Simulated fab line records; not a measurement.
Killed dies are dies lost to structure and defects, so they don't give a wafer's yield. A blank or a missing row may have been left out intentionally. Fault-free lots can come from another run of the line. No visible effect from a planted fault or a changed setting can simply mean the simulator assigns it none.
The same fault as seen by 2 desks -- flow n5-finfet -- every desk sees just its own numbers, and what lay behind them comes last

FROM THE METROLOGY DESK
What the gauges read for every lot (on any tool): the sampled wafers with a number, averaged. A lot is out of limits, marked OUT, if its mean lies more than 4 standard deviations from the usual mean; the brackets give that distance.
Columns: A = cd-nm at N5_BEOL_M13_CD_MEAS_17, usual 190.8 nm; B = M13_OVL at N5_BEOL_M13_OVL_MEAS_29, usual 1 nm
lot,first seen here,A,B
L252,day 11 21:52,191.2,-2
L253,day 12 00:30,191.9,-4
L256,day 14 01:06,192.9,3
L258,day 15 00:36,190.6,11
L257,day 15 01:39,192.0,28
L260,day 15 20:44,191.8,26
L267,day 16 23:23,189.4,-2
L254,day 17 00:39,190.3,27
L266,day 18 05:22,192.2,-1
L271,day 18 13:04,191.0,-1
L275,day 18 19:13,192.5,-3
This desk found nothing out of limits on any of the 11 lots.

AT THE TOOL OWNER'S DESK: krf-scanner-02
The tool's own readings at N5_BEOL_M13_EXPOSE_25 (exposes mask M13, target cd 210 nm): means of the sampled wafers that have a number, for each lot that ran on this tool. A lot is out of limits, marked OUT, if its mean lies more than 4 standard deviations from the usual mean; the brackets give that distance.
Columns: A = stage-vel-mm-s at N5_BEOL_M13_EXPOSE_25, usual 500.01 mm/s
lot,first seen here,A
L256,day 14 01:23,499.78
L258,day 15 00:53,499.76
L257,day 15 01:48,499.97
L260,day 15 21:01,500.23
L254,day 17 00:56,500.16
This desk found nothing out of limits on any of the 5 lots.

PUT TOGETHER
At the metrology desk, nothing out of limits was observed.
The tool owner's desk saw nothing out of limits.

WHAT THE SIMULATOR HAD INSERTED
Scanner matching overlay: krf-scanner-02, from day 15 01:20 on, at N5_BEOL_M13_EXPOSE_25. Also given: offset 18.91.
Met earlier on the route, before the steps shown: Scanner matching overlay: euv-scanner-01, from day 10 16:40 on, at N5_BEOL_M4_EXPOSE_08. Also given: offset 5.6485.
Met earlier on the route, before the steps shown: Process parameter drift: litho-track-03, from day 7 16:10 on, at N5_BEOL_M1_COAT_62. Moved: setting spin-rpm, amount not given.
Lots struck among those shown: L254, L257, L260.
